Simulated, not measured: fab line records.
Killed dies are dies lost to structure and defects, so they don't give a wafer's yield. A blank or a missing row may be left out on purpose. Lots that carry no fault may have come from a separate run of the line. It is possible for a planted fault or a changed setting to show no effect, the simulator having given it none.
A lot that was struck, set against a sound lot / flow nandHarc / 15 steps out of a route of 1159
Sound: wafers L475.1, L475.2, L475.3. Wafers L483.2, L483.3, L483.5 were the ones struck. The cause is given at the end.
For every step that has rows: the tool of each side, followed by ch and its chambers, followed by its first start. Under that, the readings that differ: sound wafers / struck wafers / difference of the means / sigmas: that difference in standard deviations of wafers without a fault.
alike: same words and numbers on both sides, and readings whose means sit less than 2 such deviations apart. not compared: any withheld reading, any reading some wafer has no value for, any bound like >300 that may hide the same value, and any number with overlapping values for which the record gives no deviation.
A row with sigmas, a row that says differs or no value, or rows on one side alone: a step with any of these is where the two part. Numbers that don't overlap but have no deviation are shown without sigmas and don't part them. A reading missing from all wafers of one side parts the sides only when that side holds two or more wafers.

NHARC_P_M2_PVD_20: deposits TaN, target thk 5 nm, time 8.06 s.
  sound on pvdSputter-03; struck on pvdSputter-01
  alike: throttleValvePct
then, 3 steps without rows for these wafers: NHARC_P_M2_PVD_21 (deposits Cu, target thk 30 nm, time 20.49 s); NHARC_P_M2_ECD_22 (material Cu, target thk 400 nm); NHARC_P_M2_ANNEAL_31 (time 90 s).
NHARC_P_M2_CMP_23: polishes, t overpolish 20 s, target thk 144.3 nm.
  sound on cmp-02 ch 1,2,3, day 6 14:38; struck on cmp-03 ch 2,3, day 8 12:34
reading=slurryFilterDpKPa (kPa); sound=13.71 13.71 13.70; struck=13.36 13.35 13.54; difference=-0.29; sigmas=-2
reading=timeToEndpointS (s); sound=31.9 34.4 31.7; struck=27.2 27.1 26.0; difference=-5.9; sigmas=-2
  alike: edgeZonePressureFrac, motorCurrentA
NHARC_P_M2_THK_MEAS_24: measures by xrf.
  struck on filmMetro-02, day 8 12:53; sound on filmMetro-02, day 6 14:57
  alike: thkNm
after that, 1 step had no rows for these wafers: NHARC_P_M2_SRD_25.
NHARC_P_M2_INSPECT_27:
  struck on defectInspect-01, day 8 13:03; sound on defectInspect-01, day 6 15:07
  alike: rawDefectCount
NHARC_P_M2_PRE_CLEAN_32: time 12 s.
  sound on pecvd-02 ch 0,1,2, day 6 15:10; struck on pecvd-02 ch 0,2, day 8 13:07
  alike: heaterPowerW
NHARC_P_M2_DEP_33: deposits SiCN, target thk 30 nm.
  sound on pecvd-02 ch 0,1,2, day 6 15:15; struck on pecvd-02 ch 0,2, day 8 13:12
  alike: heaterPowerW
NHARC_P_BONDPAD_DEP_00: deposits SiCN, target thk 250 nm.
  sound on pecvd-02 ch 0,1,2; struck on pecvd-01 ch 0,1, day 8 13:37
  alike: heaterPowerW
NHARC_P_BONDPAD_CMP_32: polishes SiCN, target thk 200 nm.
  sound on cmp-02 ch 0,2,3, day 6 16:06; struck on cmp-04 ch 0,3, day 8 14:01
  no value came back on the struck wafers for edgeZonePressureFrac, motorCurrentA (A), slurryFilterDpKPa (kPa); on the sound wafers edgeZonePressureFrac reads 0.997 1.001 0.993
NHARC_P_BONDPAD_THK_MEAS_33: measures by ellipsometry.
  struck on filmMetro-02, day 8 14:16; sound on filmMetro-02, day 6 16:21
reading=thkNm (nm); sound=202.4 201.5 201.5; struck=250.6 252.2 257.2; difference=+51.5; sigmas=+32
after that, 1 step had no rows for these wafers: NHARC_P_BONDPAD_SRD_34.
-- record jumps: 13 days between struck wafers' starts before vs after; left off in module P_BONDPAD, resumes in module END, first step shown is number 1159 of the route --
NHARC_END_SORT_01:
  sound on prober-01 ch 0, day 20 08:54; struck on prober-02 ch 0, day 21 14:04
reading=defectLimitedYield (%); sound=97.0 97.8 97.6; struck=0 0 0; difference=-97; sigmas=-57
reading=killedAtPeriphery; sound=0 2 2; struck=655 661 661; difference=+658; sigmas=+99 or more
reading=killedDies; sound=20 15 16; struck=677 677 677; difference=+660; sigmas=+55
reading=sort_bin_2_pct (%); sound=1.0 0.7 0.4; struck=97.6 98.2 97.6; difference=+97.1; sigmas=+99 or more
reading=sortNPass; sound=657 662 661; struck=0 0 0; difference=-660; sigmas=-55
reading=sortRimYieldPct (%); sound=98 96 96; struck=0 0 0; difference=-97; sigmas=-31
reading=sortYieldPct (%); sound=97.0 97.8 97.6; struck=0 0 0; difference=-97; sigmas=-57
  alike: killedAtArray, killedAtOther, killedOpen, killedShort, sort_bin_3_pct, sort_bin_4_pct

## WHERE THEY PART
Earliest at NHARC_P_M2_CMP_23; latest, in this record, at NHARC_END_SORT_01.

WHY: the cause the simulator had injected
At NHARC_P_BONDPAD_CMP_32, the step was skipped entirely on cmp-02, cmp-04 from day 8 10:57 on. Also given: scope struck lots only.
